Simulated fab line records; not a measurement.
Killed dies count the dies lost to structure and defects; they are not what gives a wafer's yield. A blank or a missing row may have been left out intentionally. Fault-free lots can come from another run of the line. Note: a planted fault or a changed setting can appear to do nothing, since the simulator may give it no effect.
Chamber matching	flow nand harc	NHARC_A_WL_FILL_ALD_02 on ald metal-01: 4 sister chambers
The step deposits TiN, target thk 2 nm, pulse time 3 s, ald cycles 100. 20 wafers are shown with their chamber, then 10 later ones without.

## WAFERS, EACH WITH ITS CHAMBER
wafer	chamber	heater power outer w (W)	heater power w (W)	susceptor temp C (C)
L074.1	2	626	971	450.22
L074.5	0	658	1064	450.15
L074.6	1	826	1203	450.19
L075.1	1	832	1215	449.44
L075.2	2	596	970	449.79
L075.5	3	672	1115	449.93
L084.2	1	811	1240	449.84
L084.4	2	625	980	449.85
L084.5	3	676	1076	449.97
L083.2	0	645	1052	450.39
L083.3	3	665	1109	449.72
L083.5	1	842	1227	449.91
L085.1	0	652	1062	449.66
L085.2	3	679	1101	450.11
L085.6	3	669	1132	449.94
L089.2	2	627	991	449.82
L089.4	0	644	1052	450.09
L089.5	1	824	1207	449.67
L093.1	3	695	1095	450.02
L093.2	0	665	1074	450.03

SIGNATURES (averages over the wafers above)
reading	chamber 0	chamber 1	chamber 2	chamber 3	scatter within a chamber
heater power outer w	652.80	827.00	618.50	676.00	11.4
heater power w	1060.80	1218.40	978.00	1104.67	14.5
susceptor temp C	450.0640	449.8100	449.9200	449.9483	0.223
Rule: distance of a wafer from a chamber = root of the sum over the readings of ((wafer's reading minus chamber's mean) / reading's scatter) squared. The wafer belongs to the nearest chamber; if the next one is less than 2 further off, it can't be placed. The scatter: take each reading less its chamber's mean, square it, sum over the shown wafers, divide by the number of wafers less the number of chambers, and take the root.

## WAFERS WITHOUT THEIR CHAMBER
wafer	heater power outer w (W)	heater power w (W)	susceptor temp C (C)
L093.6	676	1088	450.22
L092.1	649	1065	449.72
L092.2	609	988	449.92
L092.6	612	979	449.63
L094.1	676	1079	450.51
L094.3	840	1210	450.30
L094.6	684	1094	450.18
L086.1	624	962	450.17
L086.3	687	1105	449.80
L086.5	646	1072	449.91

## WHICH CHAMBER EACH WENT THROUGH
wafer	from the rows above	in truth
L093.6	can't be placed: 3 or 0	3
L092.1	0	0
L092.2	2	2
L092.6	2	2
L094.1	can't be placed: 3 or 0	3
L094.3	1	1
L094.6	3	3
L086.1	2	2
L086.3	3	3
L086.5	0	0
Correctly placed: 8 of 10. From these rows, 2 cannot be placed; in 2 the true chamber is one of the candidates. Wrongly placed: 0.
